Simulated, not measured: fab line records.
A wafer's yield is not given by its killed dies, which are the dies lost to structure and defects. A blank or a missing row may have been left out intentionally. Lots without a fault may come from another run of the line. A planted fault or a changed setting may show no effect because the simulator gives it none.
fab line records ; flow nand_harc
record: lots: 12; wafers: 36; last_day: 33
route steps=1302 shown A_WL_FILL@959 END@1302
lots with no fault: from the same line, run without faults
start_h: the number of hours between the record's first day and the start of the first shown wafer of the lot ; wait_h: hours from the lot's prior step to this one ; " same as the row above ; L1.1+2: one row covering several wafers at once ; - either no value or no given start ; * or withheld: withheld ; < > ~ a bound
route shown NAME@n: names a module that has steps shown in the file, with the first one's number in the route ; usual: mean/standard deviation taken from wafers without a fault ; same: alike in all rows ; chamber/n: place in a boat ; sites: each site's reading ; _std_site: how widely they spread, as a standard deviation ; _edge_site: outer sites' mean less inner sites' ; radius_mm: for every site, how far away it sits from the centre of the wafer ; mask NAME#n: copy n ; behind: the last tool/chamber to shape the wafer ; hold: cause of the lot's hold/its duration in hours/its outcome ; device: transistor that didn't switch, given as n, p or np ; end of line: the same wafers' tests at the end of the route ; where a step has no rows: the recipe by itself ; killed: the dies lost at the first sort to structure and to defects; this is not the yield of the wafer ; map: shows each die of a wafer: x if killed, . if not, _ if none is there
set.NAME: the setting the step ran with; set.NAME@STEP: the setting that earlier step ran with ; model.NAME: the simulator's own value behind a step, which no gauge read
one table for each step of the route and one row for each wafer, over a sample of lots
services: a tool's chamber out of use, with start hour (start_h, from the record's first day; less than 0 if before it), hours out, and reason
== steps ==
step: NHARC_A_WL_FILL_STRIP_27
recipe: power_w: 1500; temp_c: 250; time_s: 20; chemistry: N2/H2
usual: drypump_motor_current_A: 5.66/0.17; heater_power_w: 313/30
lot.wafer;tool;chamber;start_h;wait_h;drypump_motor_current_A;heater_power_w;rf_hours_counter_h
L395.1;plasma_asher-02;1;477.23;0.1;5.99;342;8
L395.4;plasma_asher-02;0;477.23;0.1;5.47;296;-
L395.6;plasma_asher-02;1;477.23;0.1;5.96;354;-
L396.1;plasma_asher-01;1;477.38;0.1;5.60;321;36
L396.2;plasma_asher-01;0;477.38;0.1;5.63;279;36
L396.5;plasma_asher-01;1;477.38;0.1;5.58;337;-
L397.2;plasma_asher-01;1;501.27;0.1;5.58;334;39
L397.1;plasma_asher-01;0;501.27;0.1;5.63;282;39
L397.3;plasma_asher-01;1;501.27;0.1;5.58;338;-
L399.2;plasma_asher-02;1;512.30;0.1;5.95;345;14
L399.6;plasma_asher-02;1;512.30;0.1;5.94;348;-
L399.5;plasma_asher-02;0;512.30;0.1;5.48;288;-
L402.2;plasma_asher-02;1;526.70;0.2;5.97;332;18
L402.3;plasma_asher-02;0;526.70;0.2;5.50;298;-
L402.6;plasma_asher-02;0;526.70;0.2;5.50;299;-
L401.4;plasma_asher-02;0;529.94;0.1;5.47;297;-
L401.3;plasma_asher-02;1;529.94;0.1;5.90;342;-
L401.6;plasma_asher-02;1;529.94;0.1;5.92;340;-
L403.1;plasma_asher-02;1;537.60;0.1;5.97;338;20
L403.2;plasma_asher-02;0;537.60;0.1;5.46;298;20
L403.6;plasma_asher-02;1;537.60;0.1;5.94;346;-
L406.2;plasma_asher-02;1;585.80;0.1;5.94;345;30
L406.4;plasma_asher-02;1;585.80;0.1;5.96;345;-
L406.6;plasma_asher-02;0;585.80;0.1;5.47;296;-
L411.1;plasma_asher-01;0;616.61;0.1;5.64;277;19
L411.4;plasma_asher-01;0;616.61;0.1;5.64;277;-
L411.3;plasma_asher-01;1;616.61;0.1;5.61;353;-
L412.3;plasma_asher-02;0;617.85;0.7;5.47;283;-
L412.5;plasma_asher-02;1;617.85;0.7;5.94;346;-
L412.6;plasma_asher-02;0;617.85;0.7;5.47;280;-
L414.1;plasma_asher-02;0;656.95;0.1;5.47;285;10
L414.4;plasma_asher-02;0;656.95;0.1;5.46;281;-
L414.6;plasma_asher-02;1;656.95;0.1;5.95;340;-
L418.1;plasma_asher-02;0;685.87;0.1;5.48;287;17
L418.3;plasma_asher-02;1;685.87;0.1;5.92;341;-
L418.6;plasma_asher-02;1;685.87;0.1;5.99;344;-
step: NHARC_A_WL_FILL_ETCHBACK_16
recipe: target_depth_a: 1200; time_s: 24; c4f8_flow_sccm: withheld; o2_flow_sccm: 8; ar_flow_sccm: withheld; rf_w: 600; bias_w: 800; chemistry: C4F8/O2/Ar
usual: bias_w: 800.1/2.4; chamber_pressure_mTorr: 24.998/0.022; oes_product_au: 0.98/0.031; rf_vpp_V: 724/4.5
lot.wafer;tool;chamber;start_h;wait_h;bias_w;chamber_pressure_mTorr;oes_product_au;rf_hours_counter_h;rf_vpp_V
L395.4;rie_diel-08;2;-;-;802.3;25.053;1.00;6.0;723
L395.1;rie_diel-08;0;-;-;797.6;24.994;1.00;5.6;724
L395.6;rie_diel-08;2;-;-;797.8;24.969;1.00;-;722
L396.2;rie_diel-07;0;-;-;801.9;24.975;1.00;0.3;727
L396.1;rie_diel-07;2;-;-;802.1;25.038;1.00;0.2;719
L396.5;rie_diel-07;0;-;-;801.5;24.967;1.00;-;728
L397.3;rie_diel-08;3;-;-;800.4;24.973;0.98;6.2;726
L397.2;rie_diel-08;0;-;-;796.0;24.991;0.99;5.9;723
L397.1;rie_diel-08;2;-;-;800.0;25.019;0.98;6.3;723
L399.2;rie_diel-11;3;-;-;800.1;25.027;0.97;2.0;731
L399.5;rie_diel-11;0;-;-;802.6;24.967;0.97;-;730
L399.6;rie_diel-11;1;-;-;801.4;24.974;0.93;-;721
L402.3;rie_diel-08;2;-;-;797.1;24.998;1.00;7.3;722
L402.2;rie_diel-08;0;-;-;800.5;24.955;1.00;7.4;722
L402.6;rie_diel-08;3;-;-;803.9;24.958;1.00;-;727
L401.4;rie_diel-08;0;-;-;802.2;24.983;1.00;7.5;723
L401.3;rie_diel-08;1;-;-;800.2;25.003;0.97;7.3;718
L401.6;rie_diel-08;2;-;-;800.9;24.992;1.01;-;724
L403.2;rie_diel-07;0;-;-;799.6;25.022;0.99;2.0;727
L403.1;rie_diel-07;1;-;-;800.6;25.032;1.00;2.2;719
L403.6;rie_diel-07;3;-;-;799.8;24.994;1.01;-;729
L406.2;rie_diel-07;2;-;-;805.3;24.971;0.99;3.1;719
L406.4;rie_diel-07;0;-;-;801.2;24.993;1.00;4.2;727
L406.6;rie_diel-07;2;-;-;803.3;25.011;1.00;-;720
L412.3;rie_diel-11;1;-;-;797.2;25.004;1.00;0.4;724
L412.6;rie_diel-11;3;-;-;800.2;25.001;1.01;-;729
L412.5;rie_diel-11;0;-;-;800.9;24.948;0.99;-;730
L411.1;rie_diel-08;3;-;-;801.7;25.001;0.92;5.6;728
L411.3;rie_diel-08;0;-;-;795.3;25.000;0.93;5.0;723
L411.4;rie_diel-08;3;-;-;800.9;25.003;0.92;-;729
L414.1;rie_diel-11;3;-;-;796.8;25.002;0.93;1.5;729
L414.4;rie_diel-11;0;-;-;795.8;24.974;0.93;1.7;731
L414.6;rie_diel-11;1;-;-;802.0;25.001;0.93;-;722
L418.3;rie_diel-07;3;-;-;800.5;24.990;1.03;0.6;731
L418.1;rie_diel-07;1;-;-;800.6;25.022;1.01;0.4;719
L418.6;rie_diel-07;3;-;-;797.6;25.024;1.02;-;730
step: NHARC_A_WL_FILL_STRIP_29
recipe: time_s: 20; o2_flow_sccm: 500; ar_flow_sccm: 0; bias_w: 0; chemistry: O2
usual: drypump_motor_current_A: 5.82/0.29; mfc_ar_sccm: 0.005/0.0064; oes_product_au: 0.999/0.011; rf_vpp_V: 57.8/0.88; showerhead_plenum_p_Torr: 3.56/0.15; throttle_valve_pct: 17.037/0.0095
lot.wafer;tool;chamber;start_h;wait_h;drypump_motor_current_A;mfc_ar_sccm;oes_product_au;rf_hours_counter_h;rf_vpp_V;showerhead_plenum_p_Torr;throttle_valve_pct
L395.1;rie_diel-08;3;487.18;0.1;5.90;0.009;1.009;6.0;57.6;3.70;17.034
L395.4;rie_diel-08;1;487.18;0.1;5.34;0;0.974;5.6;59.5;3.38;17.034
L395.6;rie_diel-08;3;487.18;0.1;5.84;0.009;1.006;-;56.7;3.70;17.036
L396.2;rie_diel-07;1;488.30;0.1;5.95;0;0.998;0.2;56.1;3.41;17.024
L396.1;rie_diel-07;3;488.30;0.1;5.85;0.004;1.013;0.3;57.4;3.77;17.044
L396.5;rie_diel-07;0;488.30;0.1;6.31;0.013;1.003;-;57.6;3.67;17.038
L397.2;rie_diel-08;0;511.57;0.1;5.52;0;1.003;5.9;57.8;3.52;17.025
L397.3;rie_diel-08;1;511.57;0.1;5.35;0;0.980;6.0;56.6;3.38;17.030
L397.1;rie_diel-08;2;511.57;0.1;5.98;0;1.004;6.3;57.8;3.53;17.036
L399.2;rie_diel-11;2;524.82;0.1;5.91;0.003;0.983;2.1;57.3;3.31;17.029
L399.5;rie_diel-11;1;524.82;0.1;5.98;0.002;1.001;-;59.5;3.50;17.043
L399.6;rie_diel-11;2;524.82;0.1;5.92;0.003;0.995;-;56.9;3.31;17.034
L402.2;rie_diel-08;0;536.93;0.1;5.51;0;0.998;7.4;58.1;3.52;17.046
L402.3;rie_diel-08;1;536.93;0.1;5.33;0;0.972;7.3;56.8;3.38;17.026
L402.6;rie_diel-08;2;536.93;0.1;5.99;0;0.992;-;57.7;3.53;17.031
L401.3;rie_diel-08;0;541.66;0.1;5.52;0;0.995;7.5;57.2;3.52;17.022
L401.4;rie_diel-08;1;541.66;0.1;5.31;0;0.977;7.3;56.5;3.38;17.051
L401.6;rie_diel-08;0;541.66;0.1;5.51;0;0.991;-;57.8;3.52;17.039
L403.2;rie_diel-07;3;549.31;0.1;5.81;0.004;1.007;1.9;56.9;3.77;17.050
L403.1;rie_diel-07;0;549.31;0.1;6.30;0.013;0.998;2.0;58.2;3.67;17.048
L403.6;rie_diel-07;0;549.31;0.1;6.28;0.013;0.996;-;57.0;3.67;17.044
L406.4;rie_diel-07;0;595.44;0.1;6.31;0.013;0.990;4.2;56.5;3.67;17.046
L406.2;rie_diel-07;1;595.44;0.1;5.97;0;0.992;4.2;54.6;3.41;17.032
L406.6;rie_diel-07;3;595.44;0.1;5.82;0.004;1.007;-;59.7;3.77;17.031
L412.3;rie_diel-11;2;629.32;0.1;5.91;0.003;1.027;0.5;57.5;3.30;17.043
L412.6;rie_diel-11;2;629.32;0.1;5.94;0.003;1.011;-;59.2;3.30;17.020
L412.5;rie_diel-11;3;629.32;0.1;6.28;0.024;1.015;-;58.7;3.76;17.038
L411.1;rie_diel-08;3;629.35;0.1;5.86;0.009;1.000;5.6;58.5;3.69;17.027
L411.3;rie_diel-08;0;629.35;0.1;5.52;0;1.007;5.0;57.2;3.52;17.038
L411.4;rie_diel-08;3;629.35;0.1;5.86;0.009;1.006;-;58.5;3.69;17.042
L414.1;rie_diel-11;1;668.40;0.1;5.98;0.002;1.001;1.8;57.7;3.50;17.033
L414.4;rie_diel-11;2;668.40;0.1;5.91;0.003;1.003;1.7;56.4;3.30;17.056
L414.6;rie_diel-11;2;668.40;0.1;5.90;0.003;0.994;-;56.7;3.30;17.031
L418.3;rie_diel-07;0;696.93;0.1;6.28;0.013;1.004;0.6;58.5;3.67;17.036
L418.1;rie_diel-07;1;696.93;0.1;5.95;0;1.017;0.4;57.1;3.40;17.045
L418.6;rie_diel-07;0;696.93;0.1;6.28;0.013;0.999;-;57.2;3.67;17.048
step: NHARC_A_WL_FILL_ETCHBACK_26
recipe: target_depth_a: 520; time_s: 13.3; hbr_flow_sccm: 150; rf_w: 350; icp_w: 350; bias_w: 60; chemistry: HBr
usual: bias_w: 60.00/0.2; chamber_pressure_mTorr: 14.999/0.014; drypump_motor_current_A: 5.6/0.38; oes_product_au: 1.006/0.011; throttle_valve_pct: 23.267/0.0094
lot.wafer;tool;chamber;start_h;wait_h;bias_w;chamber_pressure_mTorr;drypump_motor_current_A;oes_product_au;rf_hours_counter_h;throttle_valve_pct
L395.1;rie_si-05;3;492.50;0.4;60.05;14.971;5.2;1.008;0;23.267
L395.4;rie_si-05;0;492.50;0.4;59.95;14.994;5.6;1.000;0;23.269
L395.6;rie_si-05;3;492.50;0.4;60.14;15.005;5.2;1.010;-;23.269
L396.2;rie_si-04;0;492.51;0.4;59.87;14.986;6.3;1.000;0.9;23.271
L396.1;rie_si-04;1;492.51;0.4;60.19;14.971;5.4;1.020;0.7;23.269
L396.5;rie_si-04;0;492.51;0.4;60.07;14.989;6.3;0.996;-;23.274
L397.3;rie_si-03;1;516.92;0.4;59.99;14.998;5.2;1.000;0.7;23.269
L397.1;rie_si-03;2;516.92;0.4;59.89;15.024;6.0;1.006;0.7;23.270
L397.2;rie_si-03;3;516.92;0.4;59.76;15.013;4.9;0.996;0.7;23.275
L399.2;rie_si-04;0;530.06;0.4;60.05;15.001;6.3;1.005;0;23.261
L399.5;rie_si-04;3;530.06;0.4;59.71;14.988;5.6;1.026;-;23.272
L399.6;rie_si-04;0;530.06;0.4;60.11;14.990;6.3;0.995;-;23.257
L402.3;rie_si-03;3;542.13;0.4;60.25;15.002;5.0;0.993;0.8;23.283
L402.2;rie_si-03;0;542.13;0.4;60.10;15.012;5.7;1.027;0.8;23.257
L402.6;rie_si-03;2;542.13;0.4;59.91;15.013;6.1;1.002;-;23.284
L401.4;rie_si-04;2;546.98;0.4;59.86;15.003;5.3;1.004;0.1;23.270
L401.3;rie_si-04;3;546.98;0.4;59.53;14.984;5.6;1.026;0.1;23.256
L401.6;rie_si-04;3;546.98;0.4;59.96;14.989;5.6;1.030;-;23.268
L403.1;rie_si-04;3;554.51;0.4;59.98;15.021;5.6;1.018;0.2;23.254
L403.2;rie_si-04;2;554.51;0.4;59.87;15.011;5.3;0.993;0.1;23.262
L403.6;rie_si-04;0;554.51;0.4;59.74;14.998;6.3;0.997;-;23.255
L406.4;rie_si-04;3;601.71;0.4;60.18;14.983;5.6;1.013;0.4;23.255
L406.2;rie_si-04;1;601.71;0.4;60.12;14.978;5.4;1.000;0.5;23.266
L406.6;rie_si-04;0;601.71;0.4;60.00;14.985;6.3;1.001;-;23.273
L411.3;rie_si-04;2;634.57;0.4;-;-;-;-;-;-
L411.1;rie_si-04;3;634.57;0.4;-;-;-;-;-;-
L411.4;rie_si-04;0;634.57;0.4;-;-;-;-;-;-
L412.3;rie_si-03;2;634.61;0.4;-;-;-;-;-;-
L412.6;rie_si-03;3;634.61;0.4;-;-;-;-;-;-
L412.5;rie_si-03;0;634.61;0.4;-;-;-;-;-;-
L414.4;rie_si-05;1;673.72;0.4;-;-;-;-;-;-
L414.1;rie_si-05;2;673.72;0.4;-;-;-;-;-;-
L414.6;rie_si-05;2;673.72;0.4;-;-;-;-;-;-
L418.3;rie_si-03;0;702.22;0.4;59.69;14.985;5.7;1.015;0.8;23.244
L418.1;rie_si-03;3;702.22;0.4;59.73;15.023;5.0;1.010;0.7;23.257
L418.6;rie_si-03;1;702.22;0.4;60.22;15.016;5.3;1.012;-;23.279
step: NHARC_END_SORT_01
recipe: temp_c: 25
usual: killed_at_array: 47/18; killed_at_other: 0.9/1.1; killed_at_periphery: 4/3.1; killed_dies: 52/18; killed_open: 3.1/1.5; killed_short: 2.4/1.5
same: gross_dies: 677
lot.wafer;tool;chamber;start_h;wait_h;killed_at_array;killed_at_other;killed_at_periphery;killed_dies;killed_open;killed_short
L411.1;prober-01;0;714.05;2.5;676;0;1;677;4;3
L411.3;prober-01;0;715.68;3.1;673;2;2;677;1;2
L411.4;prober-01;0;716.49;3.4;675;1;1;677;3;2
L412.3;prober-02;0;721.01;3.1;677;0;0;677;2;2
L412.5;prober-02;0;722.62;3.7;674;2;1;677;3;1
L412.6;prober-02;0;723.42;4.0;675;0;2;677;2;3
L414.1;prober-01;0;750.10;2.5;674;2;1;677;0;2
L414.4;prober-01;0;752.50;3.4;675;0;2;677;3;4
L414.6;prober-01;0;754.10;4.0;675;0;2;677;5;1
killed by level:class
L411.1 A_WL_FILL:area_etchback=629 A_CHANNEL_HOLE_D2:chamber_film_flake=21 A_CHANNEL_HOLE_D1:chamber_film_flake=9 A_SLIT:chamber_film_flake=5 A_STAIRCASE:chamber_film_flake=3 A_CHANNEL_FILL_D2:chamber_film_flake=2 P_GATE:geometric_particle:open=1 A_ONON_D1:geometric_particle:open=1
L411.3 A_WL_FILL:area_etchback=643 A_CHANNEL_HOLE_D2:chamber_film_flake=14 A_STAIRCASE:chamber_film_flake=5 A_CHANNEL_HOLE_D1:chamber_film_flake=4 A_CHANNEL_FILL_D2:chamber_film_flake=2 THIN_TSV:chamber_film_flake=2 A_CONTACT:chamber_film_flake=2 P_CONTACT:geometric_particle:short=1
L411.4 A_WL_FILL:area_etchback=627 A_CHANNEL_HOLE_D2:chamber_film_flake=19 A_SLIT:chamber_film_flake=7 A_CHANNEL_HOLE_D1:chamber_film_flake=6 A_STAIRCASE:chamber_film_flake=6 A_CHANNEL_FILL_D2:chamber_film_flake=3 A_CONTACT:chamber_film_flake=3 P_CONTACT:geometric_particle:open=1
L412.3 A_WL_FILL:area_etchback=629 A_SLIT:chamber_film_flake=20 A_CHANNEL_HOLE_D1:chamber_film_flake=14 A_CONTACT:chamber_film_flake=6 A_STAIRCASE:chamber_film_flake=3 A_CHANNEL_FILL_D1:geometric_particle:open=2 A_ONON_D1:geometric_particle:short=1 A_WL_FILL:geometric_particle:short=1
L412.5 A_WL_FILL:area_etchback=624 A_SLIT:chamber_film_flake=25 A_CHANNEL_HOLE_D1:chamber_film_flake=17 A_DECK1_JOINT:chamber_film_flake=2 A_CONTACT:chamber_film_flake=2 A_CONTACT:geometric_particle:open=1 A_BLC:geometric_particle:open=1 P_ZERO_WELL:chamber_film_flake=1
L412.6 A_WL_FILL:area_etchback=605 A_CHANNEL_HOLE_D1:chamber_film_flake=34 A_SLIT:chamber_film_flake=22 A_STAIRCASE:chamber_film_flake=3 A_CONTACT:chamber_film_flake=3 A_SOURCE_PLATE:geometric_particle:short=1 A_ONON_D1:geometric_particle:short=1 A_ONON_D2:geometric_particle:short=1
L414.1 A_WL_FILL:area_etchback=632 A_CHANNEL_HOLE_D2:chamber_film_flake=19 A_CHANNEL_HOLE_D1:chamber_film_flake=7 A_STAIRCASE:chamber_film_flake=6 A_WL_FILL:chamber_film_flake=3 A_SLIT:chamber_film_flake=2 A_CONTACT:chamber_film_flake=2 A_M0:chamber_film_flake=2
L414.4 A_WL_FILL:area_etchback=627 A_CHANNEL_HOLE_D2:chamber_film_flake=14 A_CHANNEL_HOLE_D1:chamber_film_flake=7 A_SLIT:chamber_film_flake=7 A_M0:chamber_film_flake=7 A_STAIRCASE:chamber_film_flake=3 A_WL_FILL:chamber_film_flake=2 P_GATE:geometric_particle:short=1
L414.6 A_WL_FILL:area_etchback=620 A_CHANNEL_HOLE_D2:chamber_film_flake=23 A_CHANNEL_HOLE_D1:chamber_film_flake=8 A_STAIRCASE:chamber_film_flake=6 A_SLIT:chamber_film_flake=6 A_M0:chamber_film_flake=5 P_M0:geometric_particle:open=1 A_SOURCE_PLATE:geometric_particle:open=1
== services ==
tool;chamber;start_h;hours;kind
rie_diel-07;-;471.20;9.0;pm
plasma_asher-02;-;483.57;1.7;repair
rie_diel-11;1;513.27;7.8;repair
rie_si-04;-;519.00;9.0;pm
plasma_asher-01;-;519.78;9.0;pm
rie_si-04;-;536.43;0.4;repair
rie_diel-07;2;536.61;9.3;repair
rie_diel-08;-;544.80;9.0;pm
rie_diel-08;2;559.72;1.6;repair
rie_si-03;-;575.00;9.0;pm
rie_diel-07;0;600.08;6.3;repair
plasma_asher-02;-;603.00;9.0;pm
rie_diel-11;-;609.50;9.0;pm
rie_si-03;2;616.26;1.3;repair
rie_diel-08;2;617.62;14.2;repair
rie_diel-11;3;621.92;5.1;repair
rie_diel-11;1;634.95;1.9;repair
rie_si-03;2;641.36;2.5;repair
rie_diel-07;-;648.20;9.0;pm
rie_si-04;2;655.44;6.2;repair
rie_diel-08;0;656.34;8.3;repair
rie_diel-07;3;657.39;7.4;repair
rie_diel-07;1;666.89;9.8;repair
rie_si-04;-;696.00;9.0;pm
== key ==
first_sign: step: NHARC_A_WL_FILL_ETCHBACK_26; reading: tool_record; direction: missing
effect: step: NHARC_END_SORT_01; reading: killed_at_array; direction: up; sigmas: 35; usual: 47; struck: 675
more_kills_born_at: NHARC_A_WL_FILL_ETCHBACK_26@rie_si-04: 1899; NHARC_A_WL_FILL_ETCHBACK_26@rie_si-05: 1873; NHARC_A_WL_FILL_ETCHBACK_26@rie_si-03: 1856
met_at NHARC_A_WL_FILL_ETCHBACK_26
struck_lots L411,L412,L414
later_rows_left_out L411.1,L411.3,L411.4,L412.3,L412.5,L412.6,L414.1,L414.4,L414.6
tester_left_out L411,L412,L414
not_acting_at NHARC_A_WL_FILL_STRIP_27,NHARC_A_WL_FILL_ETCHBACK_16,NHARC_A_WL_FILL_STRIP_29
onset_between 601.71 634.57
fault: kind: skipped_step_whole; tool: rie_si-03,rie_si-04,rie_si-05; chamber: -; onset_h: 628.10; steps: NHARC_A_WL_FILL_ETCHBACK_26; scope: struck_lots_only
tester_left_out: of these lots the tester's yield and bins aren't shown, on N5 and GAA mostly nor the transistor test; their killed dies are dies lost to structure and defects alone, not to doping, threshold or leakage, so they don't give the yield
later_rows_left_out: the simulator's readings of these wafers behind a module that went badly wrong aren't trusted and aren't shown, but for the sort
